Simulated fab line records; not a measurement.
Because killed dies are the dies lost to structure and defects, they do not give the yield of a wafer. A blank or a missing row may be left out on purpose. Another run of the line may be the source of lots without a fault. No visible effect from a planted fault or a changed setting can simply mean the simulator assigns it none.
fab line records + flow nand-harc
record:
- lots: 12
- wafers: 36
- last-day: 26
route steps=1159 shown P_ZERO_WELL@29 P_GATE@138
lots that met no fault: taken from a fault-free run of the same line
start-h: hours from the record's opening day to when the first of the lot's shown wafers began + wait-h: hours from the lot's prior step to this one + " as in the row above + L1.1+2: a single row standing in for several wafers + - value missing, or start not given + * or withheld: withheld + < > ~ a bound
route shown NAME@n: NAME is a module with steps in the file, n the number in the route of the first one + usual: mean/standard deviation of fault-free wafers + same: alike in all rows + chamber/n: place in a boat + sites: per-site readings + _std_site: standard deviation across them + _edge_site: the outer-site mean with the inner-site mean subtracted + radius-mm: for every site, how far away it sits from the centre of the wafer + mask NAME#n: copy n + behind: the most recent tool/chamber to have shaped the wafer + hold: why the lot went on hold/how many hours it stayed there/how the hold came to an end + device: transistor that didn't switch, given as n, p or np + end of line: the route-end tests of the same wafers + a step with no rows: only its recipe + killed: at the first sort, the dies lost to defects and structure; wafer yield is something else + map: a wafer's dies, marking killed ones x, the rest . and places with no die _
set.NAME: the setting that was run; set.NAME@STEP: the one run at that earlier step + model.NAME: the simulator's own value behind a step, which no gauge read
steps of the route over a sample of lots; a table a step, a row a wafer
services: a tool's chamber out of use, with start hour (start-h, from the record's first day; less than 0 if before it), hours out, and reason
== steps ==
step: NHARC_P_ZERO_WELL_CD_MEAS_24
recipe:
- target-cd-nm: 720
- landing-energy-ev: 500
usual:
- cd-nm: 720.1/2
| lot.wafer | tool      | chamber | start-h | wait-h | cd-nm |
|-----------|-----------|---------|---------|--------|-------|
| L144.1    | cd-sem-01 | 0       | 20.47   | -      | 716.3 |
| L144.3    | "         | 0       | "       | "      | 717.6 |
| L144.6    | "         | 0       | "       | "      | 713.6 |
| L147.2    | cd-sem-02 | 0       | 38.46   | -      | 719.1 |
| L147.5    | "         | 0       | "       | "      | 718.6 |
| L147.6    | "         | 0       | "       | "      | 718.1 |
| L148.1    | cd-sem-01 | 0       | 44.47   | -      | 720.3 |
| L148.2    | "         | 0       | "       | "      | 718.1 |
| L148.6    | "         | 0       | "       | "      | 720.3 |
| L150.2    | cd-sem-03 | 0       | 56.62   | -      | 721.3 |
| L150.3    | "         | 0       | "       | "      | 720.4 |
| L150.4    | "         | 0       | "       | "      | 719.8 |
| L151.2    | cd-sem-02 | 0       | 62.51   | -      | 719.8 |
| L151.3    | "         | 0       | "       | "      | 720.8 |
| L151.6    | "         | 0       | "       | "      | 724.1 |
| L159.1    | cd-sem-03 | 0       | 110.67  | -      | 720.2 |
| L159.2    | "         | 0       | "       | "      | 720.5 |
| L159.5    | "         | 0       | "       | "      | 721.7 |
| L160.2    | cd-sem-02 | 0       | 116.97  | -      | 719.4 |
| L160.3    | "         | 0       | "       | "      | 719.6 |
| L160.4    | "         | 0       | "       | "      | 717.2 |
| L161.2    | cd-sem-02 | 0       | 122.37  | -      | 721.0 |
| L161.4    | "         | 0       | "       | "      | 724.4 |
| L161.5    | "         | 0       | "       | "      | 719.6 |
| L162.3    | cd-sem-02 | 0       | 128.60  | -      | 718.0 |
| L162.4    | "         | 0       | "       | "      | 718.8 |
| L162.6    | "         | 0       | "       | "      | 720.4 |
| L164.1    | cd-sem-01 | 0       | 140.36  | -      | 722.5 |
| L164.4    | "         | 0       | "       | "      | 719.1 |
| L164.5    | "         | 0       | "       | "      | 716.0 |
| L165.1    | cd-sem-02 | 0       | 146.47  | -      | 721.3 |
| L165.2    | "         | 0       | "       | "      | 719.9 |
| L165.4    | "         | 0       | "       | "      | 719.4 |
| L166.2    | cd-sem-02 | 0       | 152.65  | -      | 720.5 |
| L166.3    | "         | 0       | "       | "      | 723.8 |
| L166.5    | "         | 0       | "       | "      | 722.6 |
step: NHARC_P_ZERO_WELL_DESCUM_39
recipe:
- time-s: 3
- o2-flow-sccm: 200
- ar-flow-sccm: 0
- bias-power-w: 0
- chemistry: O2
usual:
- drypump-motor-current-A: 5.6/0.4
- oes-product-au: 0.999/0.01
- rf-vpp-V: 57.6/0.89
- showerhead-plenum-p-Torr: 1.89/0.071
- throttle-valve-pct: 11.312/0.0087
| lot.wafer | tool        | chamber | start-h | wait-h | drypump-motor-current-A | oes-product-au | rf-hours-counter-h | rf-vpp-V | showerhead-plenum-p-Torr | throttle-valve-pct |
|-----------|-------------|---------|---------|--------|-------------------------|----------------|--------------------|----------|--------------------------|--------------------|
| L144.3    | rie-diel-03 | 1       | 22.27   | -      | 6.0                     | 0.998          | 9                  | 58.0     | 1.80                     | 11.313             |
| L144.1    | "           | 2       | "       | "      | 5.2                     | 1.011          | 9                  | 58.5     | 1.90                     | 11.299             |
| L144.6    | "           | 2       | "       | "      | 5.3                     | 1.003          | -                  | 57.4     | 1.90                     | 11.309             |
| L147.2    | rie-diel-10 | 3       | 40.15   | -      | 5.1                     | 1.005          | 1                  | 57.8     | 1.91                     | 11.320             |
| L147.6    | "           | 2       | "       | "      | 6.1                     | 1.006          | -                  | 58.6     | 1.94                     | 11.312             |
| L147.5    | "           | 3       | "       | "      | 5.1                     | 1.009          | -                  | 57.8     | 1.91                     | 11.317             |
| L148.2    | rie-diel-10 | 0       | 46.30   | -      | 5.9                     | 0.998          | 2                  | 58.7     | 1.88                     | 11.313             |
| L148.1    | "           | 1       | "       | "      | 5.3                     | 0.998          | 1                  | 58.6     | 1.87                     | 11.321             |
| L148.6    | "           | 1       | "       | "      | 5.3                     | 0.994          | -                  | 58.0     | 1.87                     | 11.318             |
| L150.2    | rie-diel-10 | 1       | 58.43   | -      | 5.3                     | 1.009          | 2                  | 57.5     | 1.87                     | 11.311             |
| L150.4    | "           | 2       | "       | "      | 6.1                     | 1.000          | 1                  | 57.9     | 1.94                     | 11.316             |
| L150.3    | "           | 3       | "       | "      | 5.1                     | 1.003          | 2                  | 56.9     | 1.91                     | 11.317             |
| L151.3    | rie-diel-10 | 1       | 64.32   | -      | 5.3                     | 0.996          | 2                  | 56.8     | 1.87                     | 11.328             |
| L151.2    | "           | 2       | "       | "      | 6.1                     | 0.991          | 2                  | 59.1     | 1.94                     | 11.307             |
| L151.6    | "           | 1       | "       | "      | 5.3                     | 0.984          | -                  | 58.1     | 1.87                     | 11.320             |
| L159.1    | rie-diel-10 | 3       | 112.49  | -      | 5.1                     | 1.029          | 8                  | 57.6     | 1.91                     | 11.297             |
| L159.2    | "           | 2       | "       | "      | 6.1                     | 1.005          | 5                  | 57.0     | 1.94                     | 11.309             |
| L159.5    | "           | 2       | "       | "      | 6.1                     | 0.991          | -                  | 59.0     | 1.94                     | 11.307             |
| L160.3    | rie-diel-05 | 0       | 118.79  | -      | 5.6                     | 1.008          | 11                 | 57.1     | 1.79                     | 11.297             |
| L160.4    | "           | 1       | "       | "      | 4.8                     | 0.991          | 10                 | 57.8     | 1.97                     | 11.311             |
| L160.2    | "           | 2       | "       | "      | 5.7                     | 0.994          | 10                 | 57.1     | 1.79                     | 11.308             |
| L161.4    | rie-diel-05 | 0       | 124.21  | -      | 5.6                     | 0.999          | 11                 | 57.2     | 1.79                     | 11.311             |
| L161.2    | "           | 1       | "       | "      | 4.9                     | 0.986          | 10                 | 57.6     | 1.97                     | 11.291             |
| L161.5    | "           | 2       | "       | "      | 5.7                     | 0.991          | -                  | 58.2     | 1.79                     | 11.308             |
| L162.4    | rie-diel-10 | 2       | 130.39  | -      | 6.1                     | 0.992          | 7                  | 59.5     | 1.94                     | 11.307             |
| L162.3    | "           | 1       | "       | "      | 5.3                     | 1.004          | 3                  | 56.9     | 1.87                     | 11.315             |
| L162.6    | "           | 3       | "       | "      | 5.1                     | 1.022          | -                  | 57.6     | 1.91                     | 11.295             |
| L164.4    | rie-diel-05 | 2       | 142.06  | -      | 5.7                     | 0.989          | 11                 | 57.4     | 1.79                     | 11.317             |
| L164.1    | "           | 0       | "       | "      | 5.6                     | 1.002          | 12                 | 57.5     | 1.79                     | 11.307             |
| L164.5    | "           | 2       | "       | "      | 5.7                     | 0.987          | -                  | 57.6     | 1.79                     | 11.311             |
| L165.2    | rie-diel-05 | 2       | 148.27  | -      | 5.7                     | 0.997          | 11                 | 55.9     | 1.79                     | 11.311             |
| L165.1    | "           | 3       | "       | "      | 6.0                     | 0.998          | 12                 | 57.6     | 1.98                     | 11.302             |
| L165.4    | "           | 1       | "       | "      | 4.9                     | 0.995          | 12                 | 57.7     | 1.97                     | 11.314             |
| L166.2    | rie-diel-10 | 2       | 154.47  | -      | 6.1                     | 0.993          | 8                  | 57.7     | 1.94                     | 11.305             |
| L166.3    | "           | 0       | "       | "      | 6.0                     | 0.995          | 11                 | 56.5     | 1.87                     | 11.311             |
| L166.5    | "           | 2       | "       | "      | 6.1                     | 0.993          | -                  | 59.8     | 1.94                     | 11.303             |
step: NHARC_P_GATE_EXPOSE_23
recipe:
- na: 1.35
- target-cd-nm: 120
- dose-mj: 93.91
- mask-id: P_GATE
same:
- na: 1.35
| lot.wafer  | tool            | chamber | start-h | wait-h | mask        |
|------------|-----------------|---------|---------|--------|-------------|
| L144.1+3+6 | arfi-scanner-02 | 0       | 97.49   | -      | P_GATE#0    |
| L148.1+2+6 | arfi-scanner-01 | 0       | 118.91  | -      | P_GATE#0    |
| L147.2+5+6 | arfi-scanner-02 | 0       | 119.37  | -      | P_GATE#0    |
| L150.2+3+4 | arfi-scanner-02 | 0       | 137.23  | -      | P_GATE_R1#0 |
| L151.2+3+6 | arfi-scanner-03 | 0       | 148.99  | -      | P_GATE#0    |
| L160.2+3+4 | arfi-scanner-03 | 0       | 194.87  | -      | P_GATE#0    |
| L161.2+4+5 | arfi-scanner-03 | 0       | 195.54  | -      | P_GATE#0    |
| L159.1+2+5 | arfi-scanner-02 | 0       | 195.69  | -      | P_GATE#0    |
| L162.3+4+6 | arfi-scanner-01 | 0       | 209.42  | -      | P_GATE#0    |
| L164.1+4+5 | arfi-scanner-02 | 0       | 214.82  | -      | P_GATE#0    |
| L165.1+2+4 | arfi-scanner-01 | 0       | 214.97  | -      | P_GATE#0    |
| L166.2+3+5 | arfi-scanner-02 | 0       | 226.07  | -      | P_GATE#0    |
step: NHARC_P_GATE_CD_MEAS_26
recipe:
- target-cd-nm: 120
- landing-energy-ev: 500
usual:
- cd-nm: 119.9/0.57
| lot.wafer | tool      | chamber | start-h | wait-h | cd-nm |
|-----------|-----------|---------|---------|--------|-------|
| L144.1    | cd-sem-03 | 0       | 97.63   | -      | 120.3 |
| L144.3    | "         | 0       | "       | "      | 120.2 |
| L144.6    | "         | 0       | "       | "      | 119.4 |
| L148.1    | cd-sem-01 | 0       | 119.05  | -      | 120.7 |
| L148.2    | "         | 0       | "       | "      | 120.2 |
| L148.6    | "         | 0       | "       | "      | 120.1 |
| L147.2    | cd-sem-03 | 0       | 119.51  | -      | 120.4 |
| L147.5    | "         | 0       | "       | "      | 120.8 |
| L147.6    | "         | 0       | "       | "      | 119.6 |
| L150.2    | cd-sem-02 | 0       | 137.37  | -      | 114.2 |
| L150.3    | "         | 0       | "       | "      | 113.3 |
| L150.4    | "         | 0       | "       | "      | 113.6 |
| L151.2    | cd-sem-02 | 0       | 149.13  | -      | 119.9 |
| L151.3    | "         | 0       | "       | "      | 119.5 |
| L151.6    | "         | 0       | "       | "      | 119.6 |
| L160.2    | cd-sem-02 | 0       | 195.01  | -      | 119.4 |
| L160.3    | "         | 0       | "       | "      | 119.8 |
| L160.4    | "         | 0       | "       | "      | 119.8 |
| L161.2    | cd-sem-03 | 0       | 195.68  | -      | 120.1 |
| L161.4    | "         | 0       | "       | "      | 120.3 |
| L161.5    | "         | 0       | "       | "      | 119.6 |
| L159.1    | cd-sem-02 | 0       | 195.83  | -      | 120.6 |
| L159.2    | "         | 0       | "       | "      | 119.5 |
| L159.5    | "         | 0       | "       | "      | 120.0 |
| L162.3    | cd-sem-01 | 0       | 209.56  | -      | 119.3 |
| L162.4    | "         | 0       | "       | "      | 119.5 |
| L162.6    | "         | 0       | "       | "      | 119.6 |
| L164.1    | cd-sem-03 | 0       | 214.96  | -      | 119.9 |
| L164.4    | "         | 0       | "       | "      | 120.0 |
| L164.5    | "         | 0       | "       | "      | 120.0 |
| L165.1    | cd-sem-01 | 0       | 215.11  | -      | 120.5 |
| L165.2    | "         | 0       | "       | "      | 119.9 |
| L165.4    | "         | 0       | "       | "      | 120.0 |
| L166.2    | cd-sem-02 | 0       | 226.21  | -      | 119.8 |
| L166.3    | "         | 0       | "       | "      | 119.0 |
| L166.5    | "         | 0       | "       | "      | 120.1 |
step: NHARC_P_GATE_DESCUM_31
recipe:
- time-s: 3
- o2-flow-sccm: 200
- ar-flow-sccm: 0
- bias-power-w: 0
- chemistry: O2
usual:
- drypump-motor-current-A: 5.6/0.48
- oes-product-au: 1.005/0.0097
- rf-vpp-V: 57.6/0.86
- showerhead-plenum-p-Torr: 1.89/0.09
- throttle-valve-pct: 11.312/0.0092
| lot.wafer | tool        | chamber | start-h | wait-h | drypump-motor-current-A | oes-product-au | rf-hours-counter-h | rf-vpp-V | showerhead-plenum-p-Torr | throttle-valve-pct |
|-----------|-------------|---------|---------|--------|-------------------------|----------------|--------------------|----------|--------------------------|--------------------|
| L144.1    | rie-diel-08 | 1       | 97.83   | 0.1    | 5.4                     | 1.008          | 52                 | 57.7     | 1.99                     | 11.316             |
| L144.3    | "           | 2       | "       | "      | 4.8                     | 1.004          | 50                 | 57.9     | 2.04                     | 11.306             |
| L144.6    | "           | 1       | "       | "      | 5.4                     | 0.999          | -                  | 57.3     | 1.99                     | 11.313             |
| L148.2    | rie-diel-13 | 0       | 119.25  | 0.1    | 5.1                     | 1.003          | 2                  | 57.3     | 1.83                     | 11.320             |
| L148.1    | "           | 1       | "       | "      | 6.0                     | 1.005          | 2                  | 57.1     | 1.95                     | 11.328             |
| L148.6    | "           | 2       | "       | "      | 6.2                     | 1.020          | -                  | 57.3     | 1.78                     | 11.318             |
| L147.2    | rie-diel-13 | 2       | 119.70  | 0.1    | 6.2                     | 1.011          | 2                  | 56.4     | 1.78                     | 11.300             |
| L147.6    | "           | 1       | "       | "      | 6.0                     | 0.998          | -                  | 57.6     | 1.95                     | 11.308             |
| L147.5    | "           | 2       | "       | "      | 6.2                     | 1.019          | -                  | 56.5     | 1.78                     | 11.303             |
| L150.3    | rie-diel-08 | 1       | 137.57  | 0.1    | 5.4                     | 0.998          | 1                  | 58.3     | 1.99                     | 11.323             |
| L150.2    | "           | 3       | "       | "      | 5.1                     | 0.996          | 2                  | 57.5     | 1.86                     | 11.324             |
| L150.4    | "           | 0       | "       | "      | 5.7                     | 1.022          | 1                  | 56.6     | 1.78                     | 11.328             |
| L151.2    | rie-diel-13 | 3       | 149.32  | 0.1    | 5.6                     | 1.011          | 8                  | 58.4     | 2.00                     | 11.297             |
| L151.3    | "           | 2       | "       | "      | 6.2                     | 1.021          | 8                  | 57.0     | 1.78                     | 11.313             |
| L151.6    | "           | 0       | "       | "      | 5.1                     | 1.018          | -                  | 58.4     | 1.82                     | 11.289             |
| L160.4    | rie-diel-13 | 2       | 195.43  | 0.3    | 6.2                     | 1.010          | 14                 | 57.7     | 1.77                     | 11.326             |
| L160.3    | "           | 3       | "       | "      | 5.6                     | 1.003          | 14                 | 57.9     | 2.00                     | 11.315             |
| L160.2    | "           | 1       | "       | "      | 6.1                     | 0.993          | 13                 | 58.3     | 1.95                     | 11.301             |
| L161.2    | rie-diel-13 | 2       | 196.29  | 0.5    | 6.2                     | 1.011          | 14                 | 56.4     | 1.77                     | 11.306             |
| L161.4    | "           | 0       | "       | "      | 5.1                     | 1.004          | 14                 | 57.8     | 1.82                     | 11.306             |
| L161.5    | "           | 1       | "       | "      | 6.0                     | 1.003          | -                  | 58.2     | 1.95                     | 11.306             |
| L159.1    | rie-diel-13 | 3       | 196.40  | 0.4    | 5.6                     | 1.007          | 14                 | 58.1     | 2.00                     | 11.326             |
| L159.2    | "           | 1       | "       | "      | 6.0                     | 0.994          | 14                 | 57.0     | 1.95                     | 11.315             |
| L159.5    | "           | 2       | "       | "      | 6.2                     | 1.025          | -                  | 58.7     | 1.78                     | 11.314             |
| L162.3    | rie-diel-08 | 3       | 209.76  | 0.1    | 5.1                     | 0.988          | 27                 | 59.1     | 1.85                     | 11.301             |
| L162.6    | "           | 2       | "       | "      | 4.8                     | 0.999          | -                  | 57.8     | 2.03                     | 11.315             |
| L162.4    | "           | 3       | "       | "      | 5.1                     | 0.997          | -                  | 57.3     | 1.85                     | 11.321             |
| L164.1    | rie-diel-13 | 2       | 215.15  | 0.1    | 6.2                     | 1.028          | 17                 | 56.7     | 1.77                     | 11.320             |
| L164.4    | "           | 3       | "       | "      | 5.6                     | 1.006          | 17                 | 58.1     | 2.00                     | 11.303             |
| L164.5    | "           | 2       | "       | "      | 6.2                     | 1.019          | -                  | 55.7     | 1.77                     | 11.308             |
| L165.1    | rie-diel-11 | 3       | 215.35  | 0.1    | 4.8                     | 0.977          | 4                  | 56.8     | 1.82                     | 11.320             |
| L165.2    | "           | 0       | "       | "      | 5.9                     | 1.000          | 4                  | 56.9     | 1.80                     | 11.323             |
| L165.4    | "           | 2       | "       | "      | 6.0                     | 1.000          | 4                  | 56.9     | 1.90                     | 11.299             |
| L166.3    | rie-diel-13 | 1       | 226.41  | 0.1    | 6.1                     | 1.001          | 18                 | 57.7     | 1.94                     | 11.310             |
| L166.2    | "           | 2       | "       | "      | 6.2                     | 1.018          | 18                 | 57.1     | 1.77                     | 11.334             |
| L166.5    | "           | 3       | "       | "      | 5.6                     | 0.996          | -                  | 58.3     | 2.00                     | 11.314             |
== services ==
| tool            | chamber | start-h | hours | kind   |
|-----------------|---------|---------|-------|--------|
| rie-diel-10     | -       | -0.50   | 9.0   | pm     |
| rie-diel-05     | 2       | 15.91   | 2.3   | repair |
| rie-diel-08     | -       | 19.28   | 0.2   | repair |
| arfi-scanner-01 | -       | 24.00   | 4.0   | pm     |
| rie-diel-13     | 0       | 34.54   | 7.0   | repair |
| rie-diel-13     | 1       | 40.14   | 2.9   | repair |
| rie-diel-10     | 0       | 59.49   | 4.1   | repair |
| rie-diel-08     | 2       | 64.69   | 5.1   | repair |
| rie-diel-10     | 1       | 77.86   | 47.9  | repair |
| arfi-scanner-02 | -       | 84.00   | 4.0   | pm     |
| arfi-scanner-03 | -       | 91.23   | 32.5  | repair |
| rie-diel-10     | 2       | 92.71   | 9.9   | repair |
| rie-diel-10     | 0       | 98.37   | 2.9   | repair |
| rie-diel-13     | -       | 99.06   | 9.0   | pm     |
| rie-diel-08     | -       | 124.80  | 9.0   | pm     |
| arfi-scanner-03 | -       | 140.00  | 4.0   | pm     |
| rie-diel-08     | 2       | 146.82  | 5.8   | repair |
| rie-diel-08     | 3       | 149.11  | 11.9  | repair |
| rie-diel-10     | 1       | 159.11  | 26.6  | repair |
| rie-diel-05     | -       | 163.63  | 9.0   | pm     |
| rie-diel-10     | -       | 176.50  | 9.0   | pm     |
| arfi-scanner-01 | -       | 196.00  | 4.0   | pm     |
| rie-diel-10     | 3       | 203.34  | 5.7   | repair |
| rie-diel-13     | 0       | 220.03  | 3.6   | repair |
== key ==
first-sign:
- step: NHARC_P_GATE_EXPOSE_23
- reading: mask
- direction: changed
effect:
- step: NHARC_P_GATE_CD_MEAS_26
- reading: cd-nm
- direction: down
- sigmas: 11
- usual: 119.9
- struck: 113.7
met-at NHARC_P_GATE_EXPOSE_23
struck-lots L150
tester-left-out L150
not-acting-at NHARC_P_ZERO_WELL_CD_MEAS_24,NHARC_P_ZERO_WELL_DESCUM_39,NHARC_P_GATE_DESCUM_31
onset-between 119.37 137.23
fault:
- kind: wrong-mask
- tool: any
- chamber: -
- onset-h: 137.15
- steps: NHARC_P_GATE_EXPOSE_23
- aux-copy: P_GATE_R1#0
- cd-offset-nm: -6.0899
- scope: struck-lots-only
tester-left-out: of these lots the tester's yield and bins aren't shown, on N5 and GAA mostly nor the transistor test; their killed dies are dies lost to structure and defects alone, not to doping, threshold or leakage, so they don't give the yield
